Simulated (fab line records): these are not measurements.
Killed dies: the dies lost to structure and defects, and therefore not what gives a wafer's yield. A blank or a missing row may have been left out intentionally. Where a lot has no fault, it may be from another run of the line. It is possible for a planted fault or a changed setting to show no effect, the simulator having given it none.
fab line records ; flow n5Finfet ; part 1 of 2: steps 1 to 25 of 30
record: lots: 5; wafers: 15; lastDay: 17
route steps=1938 shown SDB@376 DUMMY_REMOVAL@377 HKMG_FIN@385
lots that met no fault: from a run of the same line without faults
startH: hours from the record's opening day to when the first of the lot's shown wafers began ; waitH: hours since the lot's step before ; " the same as in the row above ; L1.1+2: a single row standing in for several wafers ; - no value, or no start was given ; * or withheld: withheld ; < > ~ a bound
route shown NAME@n: NAME is a module with steps in the file, n the number in the route of the first one ; usual: average and standard deviation across the fault-free wafers ; same: alike in all rows ; chamber/n: place in a boat ; sites: per-site readings ; _std_site: their standard deviation ; _edge_site: outer sites' mean less inner sites' ; radiusMm: how far each site lies from the wafer's centre ; mask NAME#n: copy n ; behind: the most recent tool/chamber to have shaped the wafer ; hold: reason for holding the lot/hours on hold/outcome of the hold ; device: names the non-switching transistor (n, p or np) ; end of line: tests of these same wafers at the route's end ; a step given without rows: its recipe and nothing more ; killed: dies that structure and defects cost at the first sort, which is not the same as the wafer's yield ; map: dies across one wafer; x = killed, . = not, _ = none there
set.NAME: the setting as run; set.NAME@STEP: as run at that earlier step ; model.NAME: the simulator's own value behind a step, which no gauge read
certain route steps with their lots: each step a table, each wafer a row
services: a tool's chamber out of use, with start hour (startH, from the record's first day; less than 0 if before it), hours out, and reason
== steps ==
step: N5_SDB_INSPECT_36
recipe: inspectInstrument: darkfield; mode: postCmp
usual: rawDefectCount: 36/16
lot.wafer;tool;chamber;startH;waitH;rawDefectCount
L076.1;defectInspect-02;-;85.94;0.0;29
L076.3;defectInspect-02;-;85.94;0.0;40
L076.5;defectInspect-02;-;85.94;0.0;27
L083.1;defectInspect-01;-;129.71;0.0;14
L083.3;defectInspect-01;-;129.71;0.0;27
L083.6;defectInspect-01;-;129.71;0.0;16
L085.1;defectInspect-02;-;143.83;0.0;25
L085.3;defectInspect-02;-;143.83;0.0;48
L085.5;defectInspect-02;-;143.83;0.0;24
L086.1;defectInspect-01;-;144.01;0.0;55
L086.2;defectInspect-01;-;144.01;0.0;28
L086.3;defectInspect-01;-;144.01;0.0;31
L096.2;defectInspect-02;-;207.44;0.0;48
L096.4;defectInspect-02;-;207.44;0.0;21
L096.6;defectInspect-02;-;207.44;0.0;54
step: N5_DUMMY_REMOVAL_HM_STRIP_01
recipe: chemistry: CH3F/O2; material: SiNx; targetDepthA: 40; stopOn: poly-Si; timeS: 6.8; overEtchFrac: 0.3; ionEnergyEv: 60; powerW: 410; biasW: 29; Ar_flow_sccm: 150; CH3F_flow_sccm: 30; O2_flow_sccm: 20
usual: biasW: 29.01/0.081; drypumpMotorCurrentA: 5.9/0.41; mfcArSccm: 150.1/0.45; oesProductAu: 0.62/0.053; rfVppV: 127.3/1.1; showerheadPlenumPTorr: 1.99/0.073; throttleValvePct: 16.39/0.19
lot.wafer;tool;chamber;startH;waitH;biasW;drypumpMotorCurrentA;mfcArSccm;oesProductAu;rfHoursCounterH;rfVppV;showerheadPlenumPTorr;throttleValvePct
L076.1;rieDiel-04;2;86.41;0.5;28.98;6.1;150.5;0.59;190;129.0;1.99;16.57
L076.3;rieDiel-04;0;86.41;0.5;29.09;5.1;150.6;0.61;127;126.1;1.91;16.46
L076.5;rieDiel-04;3;86.41;0.5;29.13;5.9;150.0;0.55;-;125.6;1.88;16.28
L083.1;rieDiel-05;0;129.75;0.0;29.02;6.3;150.6;0.59;198;126.6;1.91;16.38
L083.3;rieDiel-05;1;129.75;0.0;29.03;5.8;150.1;0.63;165;128.8;1.99;16.45
L083.6;rieDiel-05;0;129.75;0.0;28.90;6.3;150.4;0.59;-;126.5;1.91;16.40
L085.1;rieDiel-05;0;143.86;0.0;28.99;6.3;150.2;0.58;202;125.3;1.91;16.40
L085.3;rieDiel-05;1;143.86;0.0;29.05;5.8;149.2;0.62;168;127.8;1.98;16.47
L085.5;rieDiel-05;0;143.86;0.0;29.00;6.3;149.9;0.58;-;126.6;1.91;16.42
L086.1;rieDiel-05;1;144.05;0.0;29.01;5.8;149.7;0.62;168;126.6;1.98;16.47
L086.2;rieDiel-05;0;144.05;0.0;28.97;6.3;151.1;0.58;202;128.1;1.91;16.42
L086.3;rieDiel-05;2;144.05;0.0;29.11;6.3;150.6;0.62;154;127.3;2.01;16.21
L096.2;rieDiel-03;3;207.48;0.0;29.01;5.7;149.8;0.73;18;127.3;2.04;16.03
L096.4;rieDiel-03;1;207.48;0.0;29.00;5.2;150.5;0.64;89;127.0;1.95;16.10
L096.6;rieDiel-03;0;207.48;0.0;28.89;5.8;150.0;0.65;-;128.2;2.10;16.35
step: N5_DUMMY_REMOVAL_STRIP_10
recipe: chemistry: N2/H2; timeS: 40; powerW: 100; tempC: 40; pressureMtorr: 100; rfFrequencyHz: 6e+07; biasPowerW: 3; n2FlowSccm: 300; h2FlowSccm: 300
usual: drypumpMotorCurrentA: 5.9/0.41; n2FlowSccm: 300.0/0.91; oesProductAu: 0.76/0.069; rfVppV: 45.2/0.83; showerheadPlenumPTorr: 3.36/0.12; throttleValvePct: 12.28/0.21
lot.wafer;tool;chamber;startH;waitH;drypumpMotorCurrentA;n2FlowSccm;oesProductAu;rfHoursCounterH;rfVppV;showerheadPlenumPTorr;throttleValvePct
L076.1;rieDiel-04;2;86.44;0.0;6.1;301.5;0.71;190;44.7;3.35;12.35
L076.3;rieDiel-04;0;86.44;0.0;5.2;300.4;0.77;127;45.7;3.25;12.35
L076.5;rieDiel-04;3;86.44;0.0;5.9;299.4;0.66;-;43.8;3.18;12.28
L083.1;rieDiel-05;0;129.78;0.0;6.4;299.1;0.70;198;45.5;3.22;12.38
L083.3;rieDiel-05;1;129.78;0.0;5.8;301.5;0.77;165;43.9;3.39;12.43
L083.6;rieDiel-05;0;129.78;0.0;6.4;298.2;0.70;-;45.8;3.22;12.39
L085.1;rieDiel-05;0;143.90;0.0;6.4;299.7;0.70;202;45.4;3.22;12.38
L085.3;rieDiel-05;1;143.90;0.0;5.9;299.8;0.76;168;44.6;3.38;12.42
L085.5;rieDiel-05;0;143.90;0.0;6.3;299.8;0.70;-;44.0;3.22;12.41
L086.1;rieDiel-05;1;144.08;0.0;5.8;299.6;0.77;168;43.9;3.38;12.42
L086.2;rieDiel-05;0;144.08;0.0;6.4;300.0;0.71;202;46.7;3.22;12.39
L086.3;rieDiel-05;2;144.08;0.0;6.3;300.7;0.76;154;44.4;3.37;12.16
L096.2;rieDiel-03;3;207.51;0.0;5.7;299.3;0.91;18;46.7;3.46;11.85
L096.4;rieDiel-03;1;207.51;0.0;5.1;301.0;0.79;89;45.0;3.28;11.89
L096.6;rieDiel-03;0;207.51;0.0;5.9;300.4;0.81;-;45.1;3.57;12.31
step: N5_DUMMY_REMOVAL_PRECLEAN_07
recipe: chemistry: dHF; timeS: 30; tempC: 25; dilution: withheld
lot.wafer;tool;chamber;startH;waitH
L076.1+3+5;wetBench-04;7,4,6;86.54;0.1
L083.1+3+6;wetBench-04;5,6,7;129.88;0.1
L085.1+3+5;wetBench-04;6,1,2;143.99;0.1
L086.1+2+3;wetBench-04;7,6,4;144.18;0.1
L096.2+4+6;wetBench-01;4,5,7;207.61;0.1
step: N5_DUMMY_REMOVAL_DUMMY_REMOVE_02
recipe: chemistry: TMAH; tempC: 70; target: poly-Si; stopOn: SiO2; targetDepthNm: 142; concWtPct: 5; timeS: 57; dry: ipaMarangoni; rinseTimeS: 30; rinseTempC: 23
lot.wafer;tool;chamber;startH;waitH
L076.1+3+5;wetBench-04;7,4,6;86.55;0.0
L083.1+3+6;wetBench-04;5,6,7;129.89;0.0
L085.1+3+5;wetBench-04;6,1,2;144.00;0.0
L086.1+2+3;wetBench-04;7,6,4;144.19;0.0
L096.2+4+6;wetBench-01;4,5,7;207.62;0.0
step: N5_DUMMY_REMOVAL_INSPECT_06
recipe: inspectInstrument: brightfield; mode: aei
usual: rawDefectCount: 12/6.2
lot.wafer;tool;chamber;startH;waitH;rawDefectCount
L076.1;defectInspect-01;-;86.61;0.0;16
L076.3;defectInspect-01;-;86.61;0.0;17
L076.5;defectInspect-01;-;86.61;0.0;13
L083.1;defectInspect-02;-;129.94;0.0;5
L083.3;defectInspect-02;-;129.94;0.0;6
L083.6;defectInspect-02;-;129.94;0.0;9
L085.1;defectInspect-01;-;144.06;0.0;21
L085.3;defectInspect-01;-;144.06;0.0;19
L085.5;defectInspect-01;-;144.06;0.0;20
L086.1;defectInspect-01;-;144.24;0.0;14
L086.2;defectInspect-01;-;144.24;0.0;26
L086.3;defectInspect-01;-;144.24;0.0;21
L096.2;defectInspect-01;-;207.67;0.0;23
L096.4;defectInspect-01;-;207.67;0.0;8
L096.6;defectInspect-01;-;207.67;0.0;17
step: N5_DUMMY_REMOVAL_PRECLEAN_08
recipe: chemistry: NF3:NH3; afsCycles: 2; tempC: 30; timeS: 20; sublimationTempC: 180; sublimationTimeS: 60; pressureTorr: 3; rfPowerW: 30
lot.wafer;tool;chamber;startH;waitH
L076.1+3+5;remotePlasma-02;1;86.64;0.0
L083.1+3+6;remotePlasma-02;1;129.98;0.0
L085.1+3+5;remotePlasma-02;1;144.10;0.0
L086.1+2+3;remotePlasma-02;0;144.28;0.0
L096.2+4+6;remotePlasma-01;0;207.74;0.1
step: N5_DUMMY_REMOVAL_PRECLEAN_04
recipe: chemistry: DHF; timeS: 37; tempC: 25; dilution: 500:1
lot.wafer;tool;chamber;startH;waitH
L076.1+3+5;wetBench-04;0,5,7;86.85;0.2
L083.1+3+6;wetBench-04;2,3,4;130.25;0.2
L085.1+3+5;wetBench-01;0,4,3;144.31;0.2
L086.1+2+3;wetBench-03;5,6,7;144.49;0.2
L096.2+4+6;wetBench-04;6,7,0;207.92;0.2
step: N5_DUMMY_REMOVAL_SRD_05
recipe: dry: ipaMarangoni; doPpb: 5; timeS: 30; tempC: 23; rinseLiquid: diw
lot.wafer;tool;chamber;startH;waitH
L076.1+3+5;wetBench-04;0,5,7;86.87;0.0
L083.1+3+6;wetBench-04;2,3,4;130.26;0.0
L085.1+3+5;wetBench-01;0,4,3;144.32;0.0
L086.1+2+3;wetBench-03;5,6,7;144.52;0.0
L096.2+4+6;wetBench-04;6,7,0;207.93;0.0
step: N5_HKMG_FIN_IL_REGROW_00
recipe: material: SiO2; targetThkA: 7.5; chemistry: O3; tempC: withheld; timeS: 30
lot.wafer;tool;chamber;startH;waitH
L076.1+3+5;aldHk-02;1,0,3;86.91;0.0
L083.1+3+6;aldHk-01;2,1,0;130.31;0.0
L085.1+3+5;aldHk-03;3,0,2;144.37;0.0
L086.1+2+3;aldHk-01;1,0,2;144.59;0.0
L096.2+4+6;aldHk-03;0,1,3;207.98;0.0
step: N5_HKMG_FIN_HK_ALD_01
recipe: material: HfO2; targetThkA: 16; tempC: withheld; aldPrecursorFamily: HfCl4; aldCoReactant: H2O; pulseTimeS: 3; purgeTimeS: 3; coReactantPurgeTimeS: 2.5; coReactantPulseTimeS: 0.3; aldCycles: 30
usual: precursorPulseHeightRel: 0.995/0.019
lot.wafer;tool;chamber;startH;waitH;precursorPulseHeightRel
L076.1;aldHk-02;1;86.96;0.0;0.988
L076.3;aldHk-02;0;86.96;0.0;1.005
L076.5;aldHk-02;3;86.96;0.0;1.002
L083.1;aldHk-01;2;130.36;0.0;0.999
L083.3;aldHk-01;1;130.36;0.0;1.008
L083.6;aldHk-01;0;130.36;0.0;1.017
L085.1;aldHk-03;3;144.42;0.0;1.014
L085.3;aldHk-03;0;144.42;0.0;0.994
L085.5;aldHk-03;2;144.42;0.0;1.013
L086.1;aldHk-01;1;144.64;0.0;0.968
L086.2;aldHk-01;0;144.64;0.0;0.981
L086.3;aldHk-01;2;144.64;0.0;1.016
L096.2;aldHk-03;0;208.08;0.1;1.040
L096.4;aldHk-03;1;208.08;0.1;0.979
L096.6;aldHk-03;3;208.08;0.1;1.041
step: N5_HKMG_FIN_HK_ANNEAL_02
recipe: tempC: 700; timeS: 30; ambient: N2; idleTempC: 600; rampUpCPerS: 150; rampDownCPerS: 60; coolToC: 600
usual: lampPowerPct: 8.80/0.056; wafer_temp_C_max: 702.8/0.76
lot.wafer;tool;chamber;startH;waitH;lampPowerPct;wafer_temp_C_max
L076.1;rtpAnneal-01;0;88.05;1.0;8.76;702.4
L076.3;rtpAnneal-01;0;88.05;1.0;8.79;702.4
L076.5;rtpAnneal-01;0;88.05;1.0;8.86;702.8
L083.1;rtpAnneal-01;0;130.55;0.1;8.84;703.6
L083.3;rtpAnneal-01;0;130.55;0.1;8.77;703.4
L083.6;rtpAnneal-01;0;130.55;0.1;8.76;703.0
L085.1;rtpAnneal-02;0;144.61;0.1;8.82;702.2
L085.3;rtpAnneal-02;0;144.61;0.1;8.79;703.1
L085.5;rtpAnneal-02;0;144.61;0.1;8.76;702.9
L086.1;rtpAnneal-02;0;144.82;0.1;8.90;703.3
L086.2;rtpAnneal-02;0;144.82;0.1;8.83;701.7
L086.3;rtpAnneal-02;0;144.82;0.1;8.82;702.6
L096.2;rtpAnneal-01;0;208.45;0.2;8.84;703.3
L096.4;rtpAnneal-01;0;208.45;0.2;8.82;702.0
L096.6;rtpAnneal-01;0;208.45;0.2;8.81;701.6
step: N5_HKMG_FIN_ALD_74
recipe: material: La2O3; targetThkA: 5; tempC: 250; aldPrecursorFamily: La-Cp; aldCoReactant: O3; pulseTimeS: 6; coReactantPulseTimeS: 1; purgeTimeS: 3; coReactantPurgeTimeS: 3
usual: heaterPowerW: 345/27; precursorPulseHeightRel: 1.003/0.017
lot.wafer;tool;chamber;startH;waitH;heaterPowerW;precursorPulseHeightRel
L076.1;aldHk-03;2;88.26;0.2;338;0.985
L076.3;aldHk-03;3;88.26;0.2;331;0.995
L076.5;aldHk-03;2;88.26;0.2;338;0.996
L083.1;aldHk-02;3;130.76;0.2;399;1.011
L083.3;aldHk-02;1;130.76;0.2;356;1.023
L083.6;aldHk-02;2;130.76;0.2;369;0.989
L085.1;aldHk-02;0;144.82;0.2;317;1.014
L085.3;aldHk-02;3;144.82;0.2;403;1.024
L085.5;aldHk-02;2;144.82;0.2;365;0.983
L086.1;aldHk-03;0;145.04;0.2;378;1.036
L086.2;aldHk-03;2;145.04;0.2;335;0.968
L086.3;aldHk-03;1;145.04;0.2;352;1.003
L096.2;aldHk-01;1;208.64;0.2;361;0.991
L096.4;aldHk-01;3;208.64;0.2;336;0.994
L096.6;aldHk-01;2;208.64;0.2;355;1.017
step: N5_HKMG_FIN_ALD_75
recipe: material: Al2O3; targetThkA: 10; tempC: 150; aldPrecursorFamily: TMA; aldCoReactant: H2O; pulseTimeS: withheld; coReactantPulseTimeS: 1
usual: heaterPowerW: 149/12; precursorPulseHeightRel: 1.000/0.018
lot.wafer;tool;chamber;startH;waitH;heaterPowerW;precursorPulseHeightRel
L076.1;aldHk-03;2;88.34;0.0;146;1.006
L076.3;aldHk-03;3;88.34;0.0;143;1.006
L076.5;aldHk-03;2;88.34;0.0;147;1.001
L083.1;aldHk-02;3;130.84;0.0;170;1.030
L083.3;aldHk-02;1;130.84;0.0;158;1.004
L083.6;aldHk-02;2;130.84;0.0;153;0.992
L085.1;aldHk-02;0;144.90;0.0;141;1.003
L085.3;aldHk-02;3;144.90;0.0;172;0.987
L085.5;aldHk-02;2;144.90;0.0;152;0.972
L086.1;aldHk-03;0;145.11;0.0;164;1.037
L086.2;aldHk-03;2;145.11;0.0;147;1.028
L086.3;aldHk-03;1;145.11;0.0;149;1.003
L096.2;aldHk-01;1;208.71;0.0;156;0.982
L096.4;aldHk-01;3;208.71;0.0;145;0.993
L096.6;aldHk-01;2;208.71;0.0;153;1.005
step: N5_HKMG_FIN_COAT_41
recipe: resist: SOC; tempC: 250; timeS: 60; spinRpm: 1500; resistThkNm: 300
usual: chillPlateTempC: 23.00/0.12
lot.wafer;tool;chamber;startH;waitH;chillPlateTempC
L076.1;lithoTrack-03;0;88.44;-;23.03
L076.3;lithoTrack-03;0;88.44;-;22.95
L076.5;lithoTrack-03;0;88.44;-;23.12
L083.1;lithoTrack-05;0;130.94;-;22.98
L083.3;lithoTrack-05;0;130.94;-;23.03
L083.6;lithoTrack-05;0;130.94;-;23.07
L085.1;lithoTrack-04;0;145.00;-;22.83
L085.3;lithoTrack-04;0;145.00;-;22.93
L085.5;lithoTrack-04;0;145.00;-;22.89
L086.1;lithoTrack-03;0;145.21;-;22.84
L086.2;lithoTrack-03;0;145.21;-;22.79
L086.3;lithoTrack-03;0;145.21;-;22.91
L096.2;lithoTrack-04;0;208.81;-;23.12
L096.4;lithoTrack-04;0;208.81;-;23.04
L096.6;lithoTrack-04;0;208.81;-;23.10
step: N5_HKMG_FIN_COAT_42
recipe: resist: SiARC; tempC: 220; timeS: 60; spinRpm: 1500; resistThkNm: 35
usual: chillPlateTempC: 22.99/0.11
lot.wafer;tool;chamber;startH;waitH;chillPlateTempC
L076.1;lithoTrack-03;0;-;-;22.99
L076.3;lithoTrack-03;0;-;-;23.09
L076.5;lithoTrack-03;0;-;-;23.19
L083.1;lithoTrack-05;0;-;-;22.82
L083.3;lithoTrack-05;0;-;-;22.87
L083.6;lithoTrack-05;0;-;-;22.84
L085.1;lithoTrack-04;0;-;-;22.99
L085.3;lithoTrack-04;0;-;-;23.07
L085.5;lithoTrack-04;0;-;-;23.11
L086.1;lithoTrack-03;0;-;-;23.14
L086.2;lithoTrack-03;0;-;-;23.23
L086.3;lithoTrack-03;0;-;-;22.89
L096.2;lithoTrack-04;0;-;-;22.94
L096.4;lithoTrack-04;0;-;-;22.98
L096.6;lithoTrack-04;0;-;-;22.97
step: N5_HKMG_FIN_COAT_43
recipe: resist: CAR-ArF; spinRpm: 1500; resistThkNm: 90
usual: chillPlateTempC: 23.00/0.1
lot.wafer;tool;chamber;startH;waitH;chillPlateTempC
L076.1;lithoTrack-03;0;-;-;22.93
L076.3;lithoTrack-03;0;-;-;22.80
L076.5;lithoTrack-03;0;-;-;22.97
L083.1;lithoTrack-05;0;-;-;23.05
L083.3;lithoTrack-05;0;-;-;23.12
L083.6;lithoTrack-05;0;-;-;22.95
L085.1;lithoTrack-04;0;-;-;22.98
L085.3;lithoTrack-04;0;-;-;23.05
L085.5;lithoTrack-04;0;-;-;23.00
L086.1;lithoTrack-03;0;-;-;22.93
L086.2;lithoTrack-03;0;-;-;23.05
L086.3;lithoTrack-03;0;-;-;22.99
L096.2;lithoTrack-04;0;-;-;23.05
L096.4;lithoTrack-04;0;-;-;22.95
L096.6;lithoTrack-04;0;-;-;23.08
step: N5_HKMG_FIN_EBR_45
recipe: solvent: PGMEA; ebrWidthMm: 1.5
usual: chillPlateTempC: 23.04/0.098
lot.wafer;tool;chamber;startH;waitH;chillPlateTempC
L076.1;lithoTrack-03;0;-;-;23.03
L076.3;lithoTrack-03;0;-;-;23.02
L076.5;lithoTrack-03;0;-;-;23.07
L083.1;lithoTrack-05;0;-;-;22.97
L083.3;lithoTrack-05;0;-;-;22.78
L083.6;lithoTrack-05;0;-;-;22.81
L085.1;lithoTrack-04;0;-;-;23.01
L085.3;lithoTrack-04;0;-;-;23.12
L085.5;lithoTrack-04;0;-;-;23.20
L086.1;lithoTrack-03;0;-;-;23.02
L086.2;lithoTrack-03;0;-;-;22.90
L086.3;lithoTrack-03;0;-;-;22.99
L096.2;lithoTrack-04;0;-;-;23.16
L096.4;lithoTrack-04;0;-;-;23.27
L096.6;lithoTrack-04;0;-;-;23.06
step: N5_HKMG_FIN_SOFTBAKE_44
recipe: tempC: 110; timeS: 60; resist: CAR-ArF
usual: chillPlateTempC: 23.00/0.11
lot.wafer;tool;chamber;startH;waitH;chillPlateTempC
L076.1;lithoTrack-03;0;-;-;22.91
L076.3;lithoTrack-03;0;-;-;22.86
L076.5;lithoTrack-03;0;-;-;22.86
L083.1;lithoTrack-05;0;-;-;23.02
L083.3;lithoTrack-05;0;-;-;23.07
L083.6;lithoTrack-05;0;-;-;22.85
L085.1;lithoTrack-04;0;-;-;22.75
L085.3;lithoTrack-04;0;-;-;22.93
L085.5;lithoTrack-04;0;-;-;23.01
L086.1;lithoTrack-03;0;-;-;22.82
L086.2;lithoTrack-03;0;-;-;22.96
L086.3;lithoTrack-03;0;-;-;22.97
L096.2;lithoTrack-04;0;-;-;22.91
L096.4;lithoTrack-04;0;-;-;22.96
L096.6;lithoTrack-04;0;-;-;22.93
step: N5_HKMG_FIN_EXPOSE_46
recipe: maskId: NDIPOLE; na: 1.35; sourceShape: conventional; sigmaOuter: 0.8; polarization: unpolarized; doseMj: 40
same: sigmaOuter: 0.8
lot.wafer;tool;chamber;startH;waitH;mask
L076.1+3+5;arfiScanner-01;0;88.68;-;NDIPOLE#0
L083.1+3+6;arfiScanner-02;0;131.06;-;NDIPOLE#0
L085.1+3+5;arfiScanner-02;0;145.26;-;NDIPOLE#0
L086.1+2+3;arfiScanner-02;0;145.33;-;NDIPOLE#0
L096.2+4+6;arfiScanner-02;0;208.94;-;NDIPOLE#0
step: N5_HKMG_FIN_PEB_47
recipe: pebTempC: withheld; pebTimeS: 60; resist: CAR-ArF
usual: chillPlateTempC: 22.99/0.1
lot.wafer;tool;chamber;startH;waitH;chillPlateTempC
L076.1;lithoTrack-04;0;88.74;0.1;22.98
L076.3;lithoTrack-04;0;88.74;0.1;23.04
L076.5;lithoTrack-04;0;88.74;0.1;23.06
L083.1;lithoTrack-03;0;131.11;0.1;23.07
L083.3;lithoTrack-03;0;131.11;0.1;23.03
L083.6;lithoTrack-03;0;131.11;0.1;23.12
L085.1;lithoTrack-04;0;145.31;0.1;23.25
L085.3;lithoTrack-04;0;145.31;0.1;23.02
L085.5;lithoTrack-04;0;145.31;0.1;23.11
L086.1;lithoTrack-03;0;145.39;0.1;22.96
L086.2;lithoTrack-03;0;145.39;0.1;23.03
L086.3;lithoTrack-03;0;145.39;0.1;23.11
L096.2;lithoTrack-04;0;208.99;0.0;22.90
L096.4;lithoTrack-04;0;208.99;0.0;23.01
L096.6;lithoTrack-04;0;208.99;0.0;23.08
step: N5_HKMG_FIN_DEVELOP_48
recipe: developTimeS: 30; developer: TMAH; resist: CAR-ArF; rinseLiquid: diw; dry: airSpin; devTempC: 23
usual: chillPlateTempC: 23.01/0.095; developerTempC: 23.00/0.11
lot.wafer;tool;chamber;startH;waitH;chillPlateTempC;developerTempC
L076.1;lithoTrack-04;0;-;-;23.05;23.14
L076.3;lithoTrack-04;0;-;-;22.98;23.02
L076.5;lithoTrack-04;0;-;-;23.00;23.04
L083.1;lithoTrack-03;0;-;-;23.01;23.09
L083.3;lithoTrack-03;0;-;-;23.04;23.21
L083.6;lithoTrack-03;0;-;-;23.08;23.06
L085.1;lithoTrack-04;0;-;-;22.95;23.06
L085.3;lithoTrack-04;0;-;-;22.92;23.00
L085.5;lithoTrack-04;0;-;-;23.05;23.19
L086.1;lithoTrack-03;0;-;-;22.85;22.99
L086.2;lithoTrack-03;0;-;-;22.76;22.92
L086.3;lithoTrack-03;0;-;-;22.93;22.94
L096.2;lithoTrack-04;0;-;-;23.02;22.80
L096.4;lithoTrack-04;0;-;-;22.96;22.81
L096.6;lithoTrack-04;0;-;-;23.11;22.89
step: N5_HKMG_FIN_CD_MEAS_49
recipe: targetCdNm: 202; landingEnergyEv: 500; detector: seInlens; polarity: opening
usual: cdNm: 201.7/0.61
lot.wafer;tool;chamber;startH;waitH;cdNm
L076.1;cdSem-02;0;88.81;-;201.8
L076.3;cdSem-02;0;88.81;-;201.3
L076.5;cdSem-02;0;88.81;-;201.0
L083.1;cdSem-01;0;131.18;-;202.3
L083.3;cdSem-01;0;131.18;-;201.3
L083.6;cdSem-01;0;131.18;-;201.5
L085.1;cdSem-01;0;145.38;-;202.5
L085.3;cdSem-01;0;145.38;-;200.6
L085.5;cdSem-01;0;145.38;-;201.3
L086.1;cdSem-03;0;145.45;-;201.4
L086.2;cdSem-03;0;145.45;-;201.4
L086.3;cdSem-03;0;145.45;-;201.7
L096.2;cdSem-02;0;209.05;-;201.0
L096.4;cdSem-02;0;209.05;-;200.8
L096.6;cdSem-02;0;209.05;-;201.2
step: N5_HKMG_FIN_OVL_MEAS_50
recipe: pointsPerWafer: 44
usual: NDIPOLE_OVL: 0.2/0.8
lot.wafer;tool;chamber;startH;waitH;NDIPOLE_OVL[nm]
L076.1;overlay-01;0;88.84;0.0;0.1
L076.3;overlay-01;0;88.84;0.0;0.5
L076.5;overlay-01;0;88.84;0.0;0.2
L083.1;overlay-02;0;131.21;0.0;0.5
L083.3;overlay-02;0;131.21;0.0;0.5
L083.6;overlay-02;0;131.21;0.0;1.1
L085.1;overlay-02;0;145.41;0.0;1.0
L085.3;overlay-02;0;145.41;0.0;0.2
L085.5;overlay-02;0;145.41;0.0;0.4
L086.1;overlay-01;0;145.48;0.0;0.7
L086.2;overlay-01;0;145.48;0.0;0.2
L086.3;overlay-01;0;145.48;0.0;0.4
L096.2;overlay-01;0;209.08;0.0;0.4
L096.4;overlay-01;0;209.08;0.0;0.9
L096.6;overlay-01;0;209.08;0.0;0.9
step: N5_HKMG_FIN_INSPECT_61
recipe: mode: adi; inspectInstrument: macro
usual: rawDefectCount: 2.1/1.3
lot.wafer;tool;chamber;startH;waitH;rawDefectCount
L076.1;defectInspect-02;-;88.86;0.0;1
L076.3;defectInspect-02;-;88.86;0.0;3
L076.5;defectInspect-02;-;88.86;0.0;6
L083.1;defectInspect-01;-;131.23;0.0;2
L083.3;defectInspect-01;-;131.23;0.0;2
L083.6;defectInspect-01;-;131.23;0.0;0
L085.1;defectInspect-02;-;145.43;0.0;3
L085.3;defectInspect-02;-;145.43;0.0;1
L085.5;defectInspect-02;-;145.43;0.0;1
L086.1;defectInspect-02;-;145.51;0.0;2
L086.2;defectInspect-02;-;145.51;0.0;3
L086.3;defectInspect-02;-;145.51;0.0;1
L096.2;defectInspect-02;-;209.11;0.0;2
L096.4;defectInspect-02;-;209.11;0.0;7
L096.6;defectInspect-02;-;209.11;0.0;3
